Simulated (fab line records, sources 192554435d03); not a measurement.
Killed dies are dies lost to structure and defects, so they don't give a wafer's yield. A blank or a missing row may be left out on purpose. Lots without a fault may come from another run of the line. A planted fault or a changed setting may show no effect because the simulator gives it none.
One fault seen from 3 desks | flow n5_finfet | each desk has only its own numbers; what lay behind them comes last

THE TOOL OWNER'S DESK: cvd_w-02
The tool's own readings at N5_HKMG_FIN_ALD_72 (deposits W, target thk 2 nm, pulse time 1 s, purge time 2 s): means of the sampled wafers that have a number, for each lot that ran on this tool. A lot is out of limits, marked OUT, if its mean lies more than 4 standard deviations from the usual mean; the brackets give that distance.
Columns: A = heater_power_w at N5_HKMG_FIN_ALD_72, usual 488 W; B = precursor_pulse_height_rel at N5_HKMG_FIN_ALD_72, usual 1.001
lot  | first seen here | A   | B
L434 | day 4 16:15     | 458 | 0.989
L436 | day 5 06:52     | 539 | 1.015
L438 | day 5 14:37     | 489 | 1.007
L439 | day 5 20:10     | 570 | 1.026
L454 | day 9 11:56     | 533 | 0.982
L455 | day 9 17:59     | 537 | 1.007
L456 | day 9 23:12     | 494 | 1.013
This desk's finding: nothing out of limits on any of the 7 lots.

THE METROLOGY DESK
What the gauges read, lot by lot, whatever tool the lot ran on: means of the sampled wafers that have a number. A lot is out of limits, marked OUT, if its mean lies more than 4 standard deviations from the usual mean; the brackets give that distance. Of its 10 readings 7 are shown: those that lie furthest out on some lot.
Columns: A = DIBL_P at N5_BEOL_M4_RC_MEAS_101, usual 36.4 mV/V; B = IOFF_N at N5_BEOL_M4_RC_MEAS_101, usual 0.16 nA/um; C = IOFF_P at N5_BEOL_M4_RC_MEAS_101, usual 0.22 nA/um; D = ION_N at N5_BEOL_M4_RC_MEAS_101, usual 675 uA/um; E = ION_P at N5_BEOL_M4_RC_MEAS_101, usual 463 uA/um; F = VT_N at N5_BEOL_M4_RC_MEAS_101, usual 250 mV; G = VT_P at N5_BEOL_M4_RC_MEAS_101, usual -250 mV
lot  | first seen here | A    | B    | C    | D   | E   | F   | G
L436 | day 10 10:26    | 35.5 | 0.15 | 0.20 | 679 | 462 | 253 | -251
L434 | day 10 11:23    | 34.1 | 0.13 | 0.20 | 665 | 466 | 252 | -250
L439 | day 10 15:55    | 35.6 | 0.15 | 0.20 | 670 | 458 | 251 | -250
L438 | day 10 16:30    | 35.2 | 0.15 | 0.19 | 678 | 465 | 249 | -252
L440 | day 11 12:28    | 39.2 | 0.19 | 0.27 | 690 | 476 | 248 | -247
L452 | day 14 05:22    | 32.5 | 0.10 | 0.13 | 656 | 446 | 256 | -258
L451 | day 14 11:29    | 36.8 | 0.17 | 0.22 | 677 | 467 | 247 | -249
L454 | day 15 14:51    | 35.0 | 0.13 | 0.18 | 662 | 458 | 254 | -252
L455 | day 15 18:29    | 37.8 | 0.17 | 0.19 | 675 | 458 | 250 | -252
L456 | day 16 21:25    | 35.5 | 0.16 | 0.22 | 672 | 461 | 250 | -250
This desk's finding: nothing out of limits on any of the 10 lots.

THE DEFECT DESK
What the inspections along the route counted, lot by lot: means of the sampled wafers that have a number. A lot is out of limits, marked OUT, if its mean lies more than 4 standard deviations from the usual mean; the brackets give that distance.
Columns: A = raw_defect_count at N5_HKMG_FIN_INSPECT_28, usual 37
lot  | first seen here | A
L434 | day 4 17:08     | 39
L436 | day 5 07:46     | 30
L438 | day 5 15:29     | 26
L439 | day 5 21:13     | 44
L440 | day 6 06:13     | 32
L451 | day 8 19:56     | 55
L452 | day 9 01:36     | 89
L454 | day 9 12:49     | 23
L455 | day 9 18:52     | 36
L456 | day 10 00:04    | 33
This desk's finding: nothing out of limits on any of the 10 lots.

PUT TOGETHER
The tool owner's desk saw nothing out of limits.
The metrology desk saw nothing out of limits.
The defect desk saw nothing out of limits.

WHAT THE SIMULATOR HAD PUT IN
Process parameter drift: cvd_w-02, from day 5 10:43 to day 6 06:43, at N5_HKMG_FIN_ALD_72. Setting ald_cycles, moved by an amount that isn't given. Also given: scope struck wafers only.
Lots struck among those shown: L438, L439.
